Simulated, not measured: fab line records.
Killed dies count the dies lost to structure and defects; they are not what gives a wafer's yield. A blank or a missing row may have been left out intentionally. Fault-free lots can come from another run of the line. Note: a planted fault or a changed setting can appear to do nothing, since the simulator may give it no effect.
What tool caused it?    flow n5-finfet    22 lots with 66 wafers sampled at 6 steps, on a route of 1938 steps

== WHAT THE GAUGES READ, wafer by wafer ==
Not one reading of a measure or inspect step in the record can be checked against a usual standard deviation.

== WHAT TOOL EACH LOT RAN ON (gives the tool, then ch and the chambers of the sampled wafers, and finally the start) ==
lot   N5_BEOL_M5_SPUTTER_83         N5_BEOL_M5_SPUTTER_90         N5_BEOL_M6_STRIP_19                 N5_BEOL_M6_ETCH_65                  N5_BEOL_M6_STRIP_80                            N5_BEOL_M6_CURE_75
L075  pvd-sputter-02, day 8 03:30   pvd-sputter-02, day 8 05:41   rie-diel-05 ch 0,2, day 8 09:26     rie-diel-03 ch 1,3, day 8 09:59     rie-diel-03 ch 1,3, day 8 10:39 or earlier     uv-cure-03 ch 1, day 8 10:39
L076  pvd-sputter-02, day 8 21:53   pvd-sputter-02, day 9 00:03   rie-diel-03 ch 1,2,3, day 9 05:13   rie-diel-03 ch 1,2, day 9 05:53     rie-diel-03 ch 1,2, day 9 06:41 or earlier     uv-cure-01 ch 1, day 9 06:41
L077  pvd-sputter-03, day 9 01:35   pvd-sputter-03, day 9 03:45   rie-diel-04 ch 1,2,3, day 9 08:37   rie-diel-04 ch 1,2, day 9 09:11     rie-diel-04 ch 1,2, day 9 10:00 or earlier     uv-cure-03 ch 2, day 9 10:00
L079  pvd-sputter-01, day 9 09:50   pvd-sputter-01, day 9 12:01   rie-diel-05 ch 1,3, day 9 16:30     rie-diel-03 ch 1,2,3, day 9 17:05   rie-diel-03 ch 1,2,3, day 9 17:42 or earlier   uv-cure-01 ch 0, day 9 17:42
L078  pvd-sputter-02, day 9 14:28   pvd-sputter-02, day 9 16:38   rie-diel-04 ch 0,2, day 9 20:40     rie-diel-05 ch 0,1,3, day 9 23:10   rie-diel-05 ch 0,1, day 9 23:44 or earlier     uv-cure-02 ch 2, day 9 23:44
L080  pvd-sputter-01, day 9 15:38   pvd-sputter-01, day 9 17:49   rie-diel-05 ch 0,1, day 9 21:47     rie-diel-04 ch 1,2, day 9 23:41     rie-diel-04 ch 1,2, day 10 00:21 or earlier    uv-cure-03 ch 0, day 10 00:21
L081  pvd-sputter-01, day 9 21:11   pvd-sputter-01, day 9 23:21   rie-diel-05 ch 0,2, day 10 02:03    rie-diel-05 ch 0,2, day 10 02:44    rie-diel-05 ch 0,2, day 10 03:22 or earlier    uv-cure-03 ch 1, day 10 03:22
L082  pvd-sputter-01, day 10 05:13  pvd-sputter-01, day 10 07:24  rie-diel-05 ch 0,1,3, day 10 10:31  rie-diel-03 ch 0,1,3, day 10 11:04  rie-diel-03 ch 0,1,3, day 10 12:03 or earlier  uv-cure-03 ch 0, day 10 12:03
L083  pvd-sputter-02, day 10 07:34  pvd-sputter-02, day 10 09:45  rie-diel-03 ch 1,3, day 10 14:04    rie-diel-05 ch 0,1,2, day 10 14:53  rie-diel-05 ch 0,1,2, day 10 15:28 or earlier  uv-cure-01 ch 1, day 10 15:28
L084  pvd-sputter-03, day 10 21:07  pvd-sputter-03, day 10 23:18  rie-diel-04 ch 0,1, day 11 03:33    rie-diel-03 ch 0,2,3, day 11 05:48  rie-diel-03 ch 0,2,3, day 11 06:25 or earlier  uv-cure-01 ch 1, day 11 06:25
L087  pvd-sputter-03, day 11 12:28  pvd-sputter-03, day 11 14:38  rie-diel-04 ch 0,3, day 11 21:34    rie-diel-04 ch 2,3, day 11 23:22    rie-diel-04 ch 2,3, day 12 00:02 or earlier    uv-cure-01 ch 0, day 12 00:02
L085  pvd-sputter-01, day 11 18:27  pvd-sputter-01, day 11 20:38  rie-diel-04 ch 0,1,3, day 12 00:57  rie-diel-04 ch 0,2,3, day 12 03:13  rie-diel-04 ch 0,2,3, day 12 03:47 or earlier  uv-cure-01 ch 1, day 12 03:47
L086  pvd-sputter-02, day 11 19:19  pvd-sputter-02, day 11 21:29  rie-diel-03 ch 0,1,3, day 12 01:29  rie-diel-04 ch 1,2,3, day 12 02:49  rie-diel-04 ch 1,2,3, day 12 03:26 or earlier  uv-cure-03 ch 1, day 12 03:26
L088  pvd-sputter-03, day 12 13:24  pvd-sputter-03, day 12 15:34  rie-diel-05 ch 0,2,3, day 12 22:29  rie-diel-05 ch 2,3, day 12 23:12    rie-diel-05 ch 2,3, day 12 23:46 or earlier    uv-cure-01 ch 0, day 12 23:46
L091  pvd-sputter-02, day 12 16:34  pvd-sputter-02, day 12 18:44  rie-diel-05 ch 1,2,3, day 12 23:06  rie-diel-03 ch 0,2,3, day 13 00:42  rie-diel-03 ch 0,2,3, day 13 01:16 or earlier  uv-cure-02 ch 1, day 13 01:16
L090  pvd-sputter-03, day 12 19:14  pvd-sputter-03, day 12 21:29  rie-diel-05 ch 0,2,3, day 13 01:02  rie-diel-03 ch 0,3, day 13 01:43    rie-diel-03 ch 0,3, day 13 02:20 or earlier    uv-cure-03 ch 0, day 13 02:20
L092  pvd-sputter-01, day 12 19:31  pvd-sputter-01, day 12 21:41  rie-diel-05 ch 0,1,2, day 13 01:50  rie-diel-05 ch 0,1,3, day 13 03:03  rie-diel-05 ch 0,1,3, day 13 03:37 or earlier  uv-cure-01 ch 0, day 13 03:37
L093  pvd-sputter-02, day 12 21:05  pvd-sputter-02, day 12 23:16  rie-diel-03 ch 1,2,3, day 13 02:53  rie-diel-04 ch 0,1,2, day 13 03:35  rie-diel-04 ch 0,1,2, day 13 04:09 or earlier  uv-cure-01 ch 0, day 13 04:09
L094  pvd-sputter-03, day 13 01:15  pvd-sputter-03, day 13 03:25  rie-diel-04 ch 0,1,3, day 13 06:17  rie-diel-05 ch 1,2,3, day 13 07:19  rie-diel-05 ch 1,2,3, day 13 07:56 or earlier  uv-cure-01 ch 2, day 13 07:56
L095  pvd-sputter-02, day 13 16:34  pvd-sputter-02, day 13 18:44  rie-diel-03 ch 0,1,3, day 13 23:25  rie-diel-04 ch 0,1,2, day 14 00:16  rie-diel-04 ch 0,1,2, day 14 00:59 or earlier  uv-cure-01 ch 0, day 14 00:59
L096  pvd-sputter-02, day 13 21:28  pvd-sputter-02, day 13 23:38  rie-diel-05 ch 2,3, day 14 04:06    rie-diel-04 ch 0,1,2, day 14 05:05  rie-diel-04 ch 0,1,2, day 14 05:49 or earlier  uv-cure-03 ch 1, day 14 05:49
L097  pvd-sputter-02, day 14 07:59  pvd-sputter-02, day 14 10:09  rie-diel-04 ch 0,1,3, day 14 14:50  rie-diel-05 ch 0,2,3, day 14 18:24  rie-diel-05 ch 0,2,3, day 14 18:58 or earlier  uv-cure-03 ch 2, day 14 18:58
- N5_BEOL_M5_SPUTTER_83: material Cu, target thk 15 nm, time 27.62 s.
- N5_BEOL_M5_SPUTTER_90: material Cu, target thk 4.5 nm, time 8.29 s.
- N5_BEOL_M6_STRIP_19: strips in O2.
- N5_BEOL_M6_ETCH_65: etches SiARC in CF4, target depth 15.6 nm, time 26 s.
- N5_BEOL_M6_STRIP_80: strips in N2/H2, time 10 s.
- N5_BEOL_M6_CURE_75: cures SiCOH lowk, time 120 s.

== WHAT THE TOOLS THEMSELVES READ (means of the sampled wafers that have a number; where no wafer has one, the mark that the record gives instead) ==
N5_BEOL_M5_SPUTTER_83.
lot   tool            chuck-gas-flow-sccm (sccm)  chuck-sensor-temp-C (C)  throttle-valve-pct (%)
L075  pvd-sputter-02  1.23                        -16.0                    30.6
L076  pvd-sputter-02  1.24                        -16.6                    29.6
L077  pvd-sputter-03  1.24                        -15.8                    30.3
L079  pvd-sputter-01  1.30                        -15.6                    29.8
L078  pvd-sputter-02  1.19                        -16.7                    30.3
L080  pvd-sputter-01  1.25                        -15.6                    29.4
L081  pvd-sputter-01  1.20                        -15.7                    29.4
L082  pvd-sputter-01  1.23                        -15.8                    29.2
L083  pvd-sputter-02  1.27                        -16.1                    30.1
L084  pvd-sputter-03  1.30                        -16.0                    30.0
L087  pvd-sputter-03  1.28                        -16.4                    30.7
L085  pvd-sputter-01  1.25                        -15.6                    29.7
L086  pvd-sputter-02  1.27                        -16.6                    30.2
L088  pvd-sputter-03  1.30                        -15.6                    29.8
L091  pvd-sputter-02  1.22                        -16.5                    30.0
L090  pvd-sputter-03  1.25                        -16.0                    30.6
L092  pvd-sputter-01  1.22                        -15.8                    28.9
L093  pvd-sputter-02  1.29                        -16.4                    30.2
L094  pvd-sputter-03  1.23                        -16.0                    30.2
L095  pvd-sputter-02  1.26                        -16.2                    29.9
L096  pvd-sputter-02  1.27                        -16.2                    30.0
L097  pvd-sputter-02  1.26                        -16.5                    29.4

N5_BEOL_M5_SPUTTER_90.
lot   tool            chuck-gas-flow-sccm (sccm)  chuck-sensor-temp-C (C)  throttle-valve-pct (%)
L075  pvd-sputter-02  1.22                        -16.1                    30.5
L076  pvd-sputter-02  1.25                        -16.5                    29.7
L077  pvd-sputter-03  1.20                        -15.9                    30.3
L079  pvd-sputter-01  1.25                        -15.7                    29.7
L078  pvd-sputter-02  1.30                        -16.7                    30.6
L080  pvd-sputter-01  1.21                        -15.6                    29.2
L081  pvd-sputter-01  1.31                        -15.7                    29.6
L082  pvd-sputter-01  1.24                        -15.8                    29.2
L083  pvd-sputter-02  1.24                        -16.2                    29.9
L084  pvd-sputter-03  1.26                        -16.0                    29.8
L087  pvd-sputter-03  1.24                        -16.3                    30.6
L085  pvd-sputter-01  1.27                        -15.7                    29.8
L086  pvd-sputter-02  1.29                        -16.5                    30.2
L088  pvd-sputter-03  1.30                        -15.7                    29.7
L091  pvd-sputter-02  1.28                        -16.6                    29.7
L090  pvd-sputter-03  1.22                        -16.0                    30.6
L092  pvd-sputter-01  1.24                        -16.0                    28.9
L093  pvd-sputter-02  1.25                        -16.3                    30.1
L094  pvd-sputter-03  1.24                        -16.0                    30.3
L095  pvd-sputter-02  1.26                        -16.2                    29.8
L096  pvd-sputter-02  1.25                        -16.2                    30.2
L097  pvd-sputter-02  1.30                        -16.3                    29.4

N5_BEOL_M6_STRIP_19.
lot   tool         drypump-motor-current-A (A)  oes-product-au (a.u.)  rf-vpp-V (V)  showerhead-plenum-p-Torr (Torr)  throttle-valve-pct (%)
L075  rie-diel-05  5.8                          0.74                   4.1           2.05                             16.82
L076  rie-diel-03  5.7                          0.79                   3.7           2.14                             16.80
L077  rie-diel-04  5.7                          0.81                   3.4           2.09                             16.81
L079  rie-diel-05  5.6                          0.77                   4.0           2.12                             17.02
L078  rie-diel-04  5.3                          0.87                   3.9           2.10                             16.83
L080  rie-diel-05  5.7                          0.77                   3.8           2.05                             16.80
L081  rie-diel-05  5.8                          0.72                   3.5           2.05                             16.84
L082  rie-diel-05  5.7                          0.77                   4.1           2.08                             16.94
L083  rie-diel-03  5.8                          0.85                   3.5           2.13                             16.69
L084  rie-diel-04  5.1                          0.82                   3.7           2.05                             16.70
L087  rie-diel-04  5.3                          0.86                   3.4           2.14                             16.64
L085  rie-diel-04  5.4                          0.86                   4.4           2.10                             16.61
L086  rie-diel-03  5.9                          0.84                   3.6           2.10                             16.64
L088  rie-diel-05  5.7                          0.70                   3.6           2.07                             17.00
L091  rie-diel-05  5.4                          0.76                   3.7           2.12                             16.98
L090  rie-diel-05  5.7                          0.69                   3.9           2.07                             16.99
L092  rie-diel-05  5.5                          0.76                   4.5           2.09                             16.87
L093  rie-diel-03  5.7                          0.85                   3.4           2.13                             16.69
L094  rie-diel-04  5.5                          0.84                   3.7           2.10                             16.64
L095  rie-diel-03  5.8                          0.83                   3.4           2.10                             16.68
L096  rie-diel-05  5.5                          0.70                   4.1           2.12                             17.02
L097  rie-diel-04  5.5                          0.83                   3.3           2.10                             16.67

N5_BEOL_M6_ETCH_65.
lot   tool         drypump-motor-current-A (A)  etch-rf-on-time-s (s)  oes-product-au (a.u.)  rf-vpp-V (V)  showerhead-plenum-p-Torr (Torr)  throttle-valve-pct (%)
L075  rie-diel-03  5.7                          25.1                   0.77                   184.7         2.18                             15.49
L076  rie-diel-03  5.7                          26.3                   0.63                   184.8         2.18                             15.82
L077  rie-diel-04  5.4                          25.4                   0.74                   183.2         2.09                             15.68
L079  rie-diel-03  5.7                          25.7                   0.69                   184.9         2.17                             15.68
L078  rie-diel-05  5.7                          26.2                   0.66                   184.8         2.12                             15.80
L080  rie-diel-04  5.4                          25.5                   0.75                   183.2         2.08                             15.61
L081  rie-diel-05  5.8                          26.8                   0.60                   184.4         2.07                             15.64
L082  rie-diel-03  5.9                          25.8                   0.75                   184.4         2.15                             15.52
L083  rie-diel-05  5.5                          26.7                   0.66                   184.5         2.11                             15.62
L084  rie-diel-03  5.6                          25.3                   0.80                   184.5         2.16                             15.49
L087  rie-diel-04  5.8                          25.0                   0.77                   184.2         2.10                             15.45
L085  rie-diel-04  5.5                          25.0                   0.76                   184.3         2.13                             15.43
L086  rie-diel-04  5.7                          25.3                   0.75                   183.6         2.11                             15.54
L088  rie-diel-05  5.6                          27.0                   0.60                   183.8         2.13                             15.89
L091  rie-diel-03  5.5                          25.2                   0.78                   183.0         2.16                             15.52
L090  rie-diel-03  5.7                          25.9                   0.74                   183.7         2.14                             15.52
L092  rie-diel-05  5.7                          26.1                   0.64                   183.2         2.11                             15.84
L093  rie-diel-04  5.2                          25.3                   0.70                   184.1         2.10                             15.64
L094  rie-diel-05  5.5                          26.5                   0.64                   183.6         2.14                             15.77
L095  rie-diel-04  5.2                          25.6                   0.69                   184.6         2.10                             15.66
L096  rie-diel-04  5.2                          25.4                   0.69                   182.8         2.10                             15.66
L097  rie-diel-05  5.7                          27.0                   0.58                   183.7         2.09                             15.82

N5_BEOL_M6_STRIP_80.
lot   tool         bias-power-w (W)  drypump-motor-current-A (A)  oes-product-au (a.u.)  rf-vpp-V (V)  showerhead-plenum-p-Torr (Torr)  throttle-valve-pct (%)
L075  rie-diel-03  7.017             5.8                          0.89                   58.5          2.59                             23.9
L076  rie-diel-03  6.975             5.7                          0.72                   59.8          2.59                             23.7
L077  rie-diel-04  7.005             5.4                          0.86                   58.4          2.50                             24.1
L079  rie-diel-03  7.010             5.7                          0.79                   59.3          2.59                             23.8
L078  rie-diel-05  7.024             5.5                          0.84                   58.4          2.55                             24.1
L080  rie-diel-04  6.971             5.4                          0.87                   59.4          2.49                             24.0
L081  rie-diel-05  6.977             5.8                          0.72                   58.8          2.47                             23.7
L082  rie-diel-03  7.007             5.9                          0.87                   59.9          2.55                             23.7
L083  rie-diel-05  7.025             5.5                          0.78                   60.0          2.53                             24.0
L084  rie-diel-03  7.014             5.5                          0.92                   59.3          2.56                             23.6
L087  rie-diel-04  7.009             5.8                          0.90                   58.8          2.53                             23.9
L085  rie-diel-04  7.011             5.5                          0.87                   59.1          2.54                             23.6
L086  rie-diel-04  6.998             5.7                          0.87                   59.3          2.53                             24.0
L088  rie-diel-05  7.004             5.7                          0.70                   58.4          2.52                             23.9
L091  rie-diel-03  6.997             5.5                          0.90                   59.1          2.55                             23.6
L090  rie-diel-03  6.994             5.7                          0.88                   58.9          2.52                             23.6
L092  rie-diel-05  6.992             5.7                          0.74                   59.5          2.51                             23.9
L093  rie-diel-04  6.996             5.2                          0.81                   59.0          2.50                             23.8
L094  rie-diel-05  6.996             5.5                          0.74                   61.1          2.55                             24.1
L095  rie-diel-04  6.991             5.2                          0.80                   59.1          2.49                             23.8
L096  rie-diel-04  6.996             5.2                          0.80                   58.2          2.49                             23.8
L097  rie-diel-05  7.001             5.7                          0.69                   58.7          2.48                             23.8

N5_BEOL_M6_CURE_75.
lot   tool        lamp-power-pct (%)  wafer_temp_C_max
L075  uv-cure-03  52.29               372.8
L076  uv-cure-01  52.34               371.4
L077  uv-cure-03  52.29               372.5
L079  uv-cure-01  52.27               371.9
L078  uv-cure-02  52.26               371.8
L080  uv-cure-03  52.29               371.6
L081  uv-cure-03  52.31               372.9
L082  uv-cure-03  52.36               372.1
L083  uv-cure-01  52.32               371.9
L084  uv-cure-01  52.31               371.7
L087  uv-cure-01  52.31               372.0
L085  uv-cure-01  52.29               371.9
L086  uv-cure-03  52.30               373.0
L088  uv-cure-01  52.30               371.9
L091  uv-cure-02  52.26               371.2
L090  uv-cure-03  52.27               371.8
L092  uv-cure-01  52.32               371.6
L093  uv-cure-01  52.31               371.3
L094  uv-cure-01  52.31               371.5
L095  uv-cure-01  52.31               371.5
L096  uv-cure-03  52.31               373.4
L097  uv-cure-03  52.33               372.6

== THE ANSWER, worked out from the rows above alone ==
Rule: the usual values come from the lots themselves. Put in order of their means at a reading, lots are off if they are a third of the lots or fewer, leave a main group of 4 or more, and stand apart from it by a gap of 3 or more times the standard deviation of the main group's means; of several such gaps the widest counts. Not used: any main group whose means are identical at the precision the tables above print for the reading. Also off: a lot with no number at a reading for which 4 or more lots have one. All remaining lots with rows at the step are treated as sound. First the gauges in route order, then the tools' own readings, where a lot's mean is used as printed above. At the first step where some lot is off, the reading lying furthest off is the one used; lots without a number count as furthest.
No lot is off on any of the readings shown, so nothing can be concluded from this.

== WHAT HAD BEEN PUT IN BY THE SIMULATOR ==
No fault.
